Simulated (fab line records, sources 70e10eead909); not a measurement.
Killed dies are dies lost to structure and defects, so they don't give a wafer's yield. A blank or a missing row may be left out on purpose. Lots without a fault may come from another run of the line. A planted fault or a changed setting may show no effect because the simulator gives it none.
One fault seen from 2 desks | flow nand_harc | each desk has only its own numbers; what lay behind them comes last

THE TOOL OWNER'S DESK: arfi_scanner-01
The tool's own readings at NHARC_A_CONTACT_EXPOSE_05 (exposes mask A CC): means of the sampled wafers that have a number, for each lot that ran on this tool. A lot is out of limits, marked OUT, if its mean lies more than 4 standard deviations from the usual mean; the brackets give that distance.
Columns: A = exposure_dose_mJ_cm2 at NHARC_A_CONTACT_EXPOSE_05, usual 84.15
lot  | first seen here | A
L528 | day 22 08:12    | 84.11
L530 | day 23 00:02    | 84.17
L535 | day 25 13:14    | 90.92 (+76) OUT
L539 | day 26 05:21    | 89.65 (+62) OUT
This desk's finding: out of limits on L535, L539; first on L535, day 25 13:14 (exposure_dose_mJ_cm2 at NHARC_A_CONTACT_EXPOSE_05). In limits: L528, L530.

THE METROLOGY DESK
What the gauges read, lot by lot, whatever tool the lot ran on: means of the sampled wafers that have a number. A lot is out of limits, marked OUT, if its mean lies more than 4 standard deviations from the usual mean; the brackets give that distance.
Columns: A = cd_nm at NHARC_A_CONTACT_CD_MEAS_08, usual 200.5 nm
lot  | first seen here | A
L528 | day 22 08:20    | 200.2
L529 | day 22 14:30    | 199.8
L530 | day 23 00:10    | 200.5
L533 | day 24 14:56    | 199.5
L535 | day 25 13:22    | 205.2 (+7.5) OUT
L539 | day 26 05:29    | 205.1 (+7.3) OUT
L543 | day 28 02:27    | 200.0
L542 | day 28 08:20    | 200.6
L545 | day 29 11:51    | 200.0
L546 | day 30 04:06    | 200.3
L550 | day 31 09:19    | 200.3
L551 | day 31 23:44    | 201.1
This desk's finding: out of limits on L535, L539; first on L535, day 25 13:22 (cd_nm at NHARC_A_CONTACT_CD_MEAS_08). In limits: L528, L529, L530, L533, L543, L542, L545, L546, L550, L551.

PUT TOGETHER
The tool owner's desk could have raised an alarm at day 25 13:14, on L535, L539.
The metrology desk could have raised an alarm at day 25 13:22, on L535, L539.
Of the lots named, all ran NHARC_A_CONTACT_EXPOSE_05 on arfi_scanner-01.

WHAT THE SIMULATOR HAD PUT IN
Process parameter drift: arfi_scanner-01, from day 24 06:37 on, at NHARC_A_CONTACT_EXPOSE_05. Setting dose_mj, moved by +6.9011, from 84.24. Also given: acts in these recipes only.
Lots struck among those shown: L535, L539.
Hours from the fault's start to each desk's first reading out of limits: the tool owner's desk, 31; the metrology desk, 31.
